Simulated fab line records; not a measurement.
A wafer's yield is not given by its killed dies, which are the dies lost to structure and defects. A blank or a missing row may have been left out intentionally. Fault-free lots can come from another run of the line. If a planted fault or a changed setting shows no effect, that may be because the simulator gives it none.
Which tool is to blame? :: flow n5_finfet :: 18 wafers from 6 lots sampled at 2 of the route's 1938 steps

## WHAT THE GAUGES SHOWED, per wafer
N5_BEOL_M15_CD_MEAS_10: the cd target is 360 nm.
lot: L759
measured: day 11 19:58
on: cd_sem-02
cd_nm (nm): 362.3 362.2 363.4

lot: L762
measured: day 12 11:04
on: cd_sem-01
cd_nm (nm): 360.6 359.9 360.0

lot: L764
measured: day 13 03:48
on: cd_sem-01
cd_nm (nm): 361.5 362.1 362.4

lot: L768
measured: day 14 08:22
on: cd_sem-02
cd_nm (nm): 359.3 360.5 359.4

lot: L773
measured: day 15 05:41
on: cd_sem-02
cd_nm (nm): 361.9 361.2 360.4

lot: L780
measured: day 17 11:36
on: cd_sem-03
cd_nm (nm): 360.9 360.4 361.1

## WHICH TOOL RAN EACH LOT (tool, then ch and the chambers of the sampled wafers, then the start)
lot: L759
N5_BEOL_M12_PRE_CLEAN_42: pvd_sputter-02, day 10 20:38

lot: L762
N5_BEOL_M12_PRE_CLEAN_42: pvd_sputter-02, day 11 18:28

lot: L764
N5_BEOL_M12_PRE_CLEAN_42: pvd_sputter-03, day 12 16:35

lot: L768
N5_BEOL_M12_PRE_CLEAN_42: pvd_sputter-02, day 13 19:02

lot: L773
N5_BEOL_M12_PRE_CLEAN_42: pvd_sputter-02, day 14 14:11

lot: L780
N5_BEOL_M12_PRE_CLEAN_42: pvd_sputter-03, day 16 22:45
- N5_BEOL_M12_PRE_CLEAN_42: time 30 s.

## THE ANSWER, worked out from the rows above alone
Rule: the lots themselves supply what counts as usual. Put in order of their means at a reading, lots are off if they are a third of the lots or fewer, leave a main group of 4 or more, and stand apart from it by a gap of 3 or more times the standard deviation of the main group's means; of several such gaps the widest counts. A main group is skipped when, at the precision printed for the reading in the tables above, its means are all equal. A lot without any number at a reading at which 4 lots or more have one is off too. Any other lot the step has rows for is counted as sound.
Nothing can be told from this: no lot is off at any reading shown.

## WHAT HAD BEEN PUT IN BY THE SIMULATOR
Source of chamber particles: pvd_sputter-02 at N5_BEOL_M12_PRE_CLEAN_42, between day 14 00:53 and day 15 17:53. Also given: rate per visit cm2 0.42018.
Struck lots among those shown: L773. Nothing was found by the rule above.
